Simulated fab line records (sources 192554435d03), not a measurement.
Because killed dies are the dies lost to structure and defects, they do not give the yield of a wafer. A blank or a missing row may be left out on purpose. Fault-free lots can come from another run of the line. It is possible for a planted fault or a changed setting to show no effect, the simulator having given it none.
Chamber matching | flow n5-finfet | N5_BEOL_M5_ETCH_72 on rie-diel-01 has 4 sister chambers
The step etches underlayer in N2/H2, target depth 6.5 nm, time 5.2 s. 4 wafers are shown with their chamber, then 10 later ones without.

EACH WAFER AND ITS CHAMBER
wafer  | chamber | showerhead-plenum-p-Torr (Torr)
L082.3 | 2       | 2.54
L084.3 | 1       | 2.57
L086.2 | 0       | 2.59
L086.3 | 3       | 2.43

WAFERS MISSING THEIR CHAMBER
wafer  | showerhead-plenum-p-Torr (Torr)
L086.5 | 2.57
L089.1 | 2.53
L089.5 | 2.57
L089.6 | 2.59
L093.2 | 2.42
L093.4 | 2.53
L093.5 | 2.53
L097.1 | 2.56
L097.3 | 2.42
L097.5 | 2.52

CHAMBER TAKEN BY EACH
wafer  | from the rows above          | in truth
L086.5 | can't be placed: 1 or 0      | 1
L089.1 | 2                            | 2
L089.5 | can't be placed: 1 or 0      | 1
L089.6 | can't be placed: 0 or 1      | 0
L093.2 | 3                            | 3
L093.4 | 2                            | 2
L093.5 | 2                            | 2
L097.1 | can't be placed: 1 or 2 or 0 | 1
L097.3 | 3                            | 3
L097.5 | 2                            | 2
Placed correctly: 6 of 10. Cannot be placed on the basis of these rows: 4; the candidates contain the true chamber in 4. Number placed wrongly: 0.
How it was worked out, from the rows above alone: a wafer's distance from a chamber is the root of the sum, over the readings, of the square of ((its reading less the chamber's mean) divided by the reading's scatter). If the next closest chamber is less than 2 further off than the closest, the wafer can't be placed; otherwise it belongs to the closest. Each chamber's mean is taken over the wafers shown for it. The scatter: root of mean squared gap, hidden wafer to nearest shown wafer, with one shown wafer a chamber.
